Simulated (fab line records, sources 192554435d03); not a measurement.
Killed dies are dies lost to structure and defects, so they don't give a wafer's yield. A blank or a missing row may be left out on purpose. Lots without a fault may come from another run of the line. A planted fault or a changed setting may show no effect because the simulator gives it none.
Chamber matching | flow n5_finfet | N5_BEOL_M10_ETCH_62 on rie_diel-02: 4 sister chambers
The step etches SOC in N2/H2, target depth 110 nm, overetch 22 nm, time 165 s. 18 wafers are shown with their chamber, then 9 later ones without.

WAFERS WITH THEIR CHAMBER
wafer  | chamber | drypump_motor_current_A (A) | showerhead_plenum_p_Torr (Torr) | throttle_valve_pct (%)
L074.2 | 1       | 5.5                         | 2.52                            | 17.91
L074.3 | 0       | 6.3                         | 2.54                            | 17.82
L074.5 | 3       | 5.7                         | 2.46                            | 17.30
L075.3 | 3       | 5.7                         | 2.46                            | 17.29
L075.4 | 2       | 5.3                         | 2.63                            | 17.58
L075.6 | 0       | 6.4                         | 2.54                            | 17.81
L080.1 | 2       | 5.2                         | 2.62                            | 17.62
L080.3 | 1       | 5.4                         | 2.51                            | 17.95
L080.4 | 3       | 5.7                         | 2.45                            | 17.35
L079.1 | 3       | 5.7                         | 2.45                            | 17.35
L079.2 | 0       | 6.3                         | 2.53                            | 17.88
L079.3 | 1       | 5.4                         | 2.51                            | 17.96
L084.2 | 2       | 5.3                         | 2.62                            | 17.65
L084.4 | 1       | 5.5                         | 2.51                            | 17.96
L084.6 | 2       | 5.2                         | 2.62                            | 17.64
L085.3 | 2       | 5.3                         | 2.62                            | 17.65
L085.5 | 1       | 5.5                         | 2.50                            | 17.97
L085.6 | 0       | 6.3                         | 2.52                            | 17.87

SIGNATURES (means of the wafers above)
reading                  | chamber 0 | chamber 1 | chamber 2 | chamber 3 | scatter within a chamber
drypump_motor_current_A  | 6.325     | 5.460     | 5.260     | 5.700     | 0.0474
showerhead_plenum_p_Torr | 2.5325    | 2.5100    | 2.6220    | 2.4550    | 0.00684
throttle_valve_pct       | 17.8450   | 17.9500   | 17.6280   | 17.3225   | 0.0298
Rule: a wafer's distance from a chamber is the root of the sum, over the readings, of the square of ((its reading less the chamber's mean) divided by the reading's scatter). The wafer belongs to the nearest chamber; if the next one is less than 2 further off, it can't be placed. The scatter: the root of (the sum of the squares of (reading less its chamber's mean) over the shown wafers, divided by (wafers less chambers)).

WAFERS WITHOUT THEIR CHAMBER
wafer  | drypump_motor_current_A (A) | showerhead_plenum_p_Torr (Torr) | throttle_valve_pct (%)
L087.4 | 6.3                         | 2.52                            | 17.86
L087.5 | 5.2                         | 2.62                            | 17.65
L087.6 | 5.5                         | 2.50                            | 17.97
L089.1 | 5.2                         | 2.61                            | 17.67
L089.3 | 5.5                         | 2.50                            | 18.00
L089.5 | 6.4                         | 2.52                            | 17.91
L096.3 | 5.7                         | 2.44                            | 17.39
L096.5 | 6.3                         | 2.51                            | 17.91
L096.6 | 5.4                         | 2.49                            | 18.02

WHICH CHAMBER EACH WENT THROUGH
wafer  | from the rows above | in truth
L087.4 | 0                   | 0
L087.5 | 2                   | 2
L087.6 | 1                   | 1
L089.1 | 2                   | 2
L089.3 | 1                   | 1
L089.5 | 0                   | 0
L096.3 | 3                   | 3
L096.5 | 0                   | 0
L096.6 | 1                   | 1
Placed correctly: 9 of 9. Can't be placed from these rows: 0. Placed wrongly: 0.
